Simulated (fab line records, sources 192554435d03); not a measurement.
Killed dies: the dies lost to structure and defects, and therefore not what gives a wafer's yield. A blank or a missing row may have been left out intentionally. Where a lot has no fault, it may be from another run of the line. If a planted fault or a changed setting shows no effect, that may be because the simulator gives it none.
Lot-split experiment -- flow n5_finfet -- 39 wafers read across 7 lots, on a route 1938 steps long

SPLIT DETAILS
At N5_SD_EPI_N_ETCH_45 (etches SiOCN in CH3F/O2, target depth 6 nm), the setting target_depth_a was moved away from the recipe's 60 angstrom on 15 of the 39 wafers read, by -52.4% to +52.1%. The other wafers ran this setting at the recipe's value.

The reading is taken at the split's own step.

THE READING
etch.depth_nm (the simulator's own value, which no gauge read), in nm, at N5_SD_EPI_N_ETCH_45 (etches SiOCN in CH3F/O2, target depth 6 nm). No usual value for it is given in the file. Across the 24 wafers here that went through the recipe, the average is 6.009 nm and the standard deviation 0.07 nm.

wafer,"tool, chamber at the split","target_depth_a as run, angstrom",against the recipe,"etch.depth_nm, nm",against lot-mates on the recipe
L075.2,"rie_diel-04, 2",60,recipe,5.98,-
L075.4,"rie_diel-04, 0",60,recipe,5.99,-
L075.6,"rie_diel-04, 3",60,recipe,5.937,-
L078.1,"rie_diel-01, 2",60,recipe,6.016,-
L078.2,"rie_diel-01, 0",36.59,-39.0%,3.703,-2.357
L078.3,"rie_diel-01, 3",36.59,-39.0%,3.682,-2.378
L078.4,"rie_diel-01, 1",60,recipe,6.094,-
L078.5,"rie_diel-01, 1",36.59,-39.0%,3.686,-2.374
L078.6,"rie_diel-01, 0",60,recipe,6.071,-
L080.1,"rie_diel-01, 3",60,recipe,6.089,-
L080.2,"rie_diel-01, 0",60,recipe,6.08,-
L080.3,"rie_diel-01, 2",60,recipe,6.065,-
L080.4,"rie_diel-01, 1",60,recipe,6.078,-
L080.5,"rie_diel-01, 1",60,recipe,6.095,-
L080.6,"rie_diel-01, 2",60,recipe,6.023,-
L083.1,"rie_diel-05, 2",77.79,+29.7%,7.72,+1.708
L083.2,"rie_diel-05, 3",60,recipe,6.043,-
L083.3,"rie_diel-05, 0",77.79,+29.7%,7.769,+1.757
L083.4,"rie_diel-05, 1",77.79,+29.7%,7.81,+1.798
L083.5,"rie_diel-05, 2",60,recipe,5.95,-
L083.6,"rie_diel-05, 3",60,recipe,6.042,-
L088.1,"rie_diel-04, 0",60,recipe,5.974,-
L088.2,"rie_diel-04, 2",91.24,+52.1%,8.944,+2.948
L088.3,"rie_diel-04, 3",91.24,+52.1%,9.356,+3.360
L088.4,"rie_diel-04, 1",91.24,+52.1%,9.035,+3.039
L088.5,"rie_diel-04, 3",60,recipe,6.134,-
L088.6,"rie_diel-04, 2",60,recipe,5.88,-
L089.1,"rie_diel-01, 2",29.4,-51.0%,2.907,-3.069
L089.2,"rie_diel-01, 0",29.4,-51.0%,2.925,-3.051
L089.3,"rie_diel-01, 1",60,recipe,5.984,-
L089.4,"rie_diel-01, 3",60,recipe,6.007,-
L089.5,"rie_diel-01, 2",60,recipe,5.938,-
L089.6,"rie_diel-01, 1",29.4,-51.0%,2.939,-3.037
L090.1,"rie_diel-04, 2",60,recipe,5.937,-
L090.2,"rie_diel-04, 3",28.55,-52.4%,2.905,-3.012
L090.3,"rie_diel-04, 0",28.55,-52.4%,2.812,-3.105
L090.4,"rie_diel-04, 1",60,recipe,5.879,-
L090.5,"rie_diel-04, 1",60,recipe,5.935,-
L090.6,"rie_diel-04, 2",28.55,-52.4%,2.793,-3.124

THE FIT
A straight line over all 39 wafers: etch.depth_nm changes by +0.06 nm for each +1% of target_depth_a; r = +1.00; the points scatter about the line by 0.079 nm.
The same after taking each lot's own level away (the mean of its wafers on the recipe; 39 wafers): +0.0596 nm for each +1%; r = +1.00; scatter 0.068 nm.
That fit puts the effect of the largest move of target_depth_a on the reading at 3.1 nm.
The span of the lots' own levels, 5.9170 to 6.0717 nm, comes to 2.2 times the standard deviation stated above.
Consequently the slope shifts little with the lot-to-lot level, the two slopes agreeing.
Check: -3.14 nm against its lot-mates is what the line predicts for one of the wafers moved furthest among these (-52.4%) when that wafer is left out of the fit. Against them it came out at -3.01 nm.

ADDITIONAL SPLITS CARRIED BY THESE WAFERS
Before the reading, these wafers also passed through other splits. Each is held against what the fit with the lots' levels taken away leaves over:
other split on the same wafers,wafers away from the commonest value,r with etch.depth_nm (lot level and that fit taken away)
N5_ZERO_LAYER_DEVELOP_10 develop_time_s,9,-0.01
N5_FIN_SAQP_MANDREL_ETCH_22 target_depth_a,12,+0.04

THE FILE'S OWN FIT
etch.depth_nm changes by +0.0596 nm for each +1% of target_depth_a, r = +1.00.
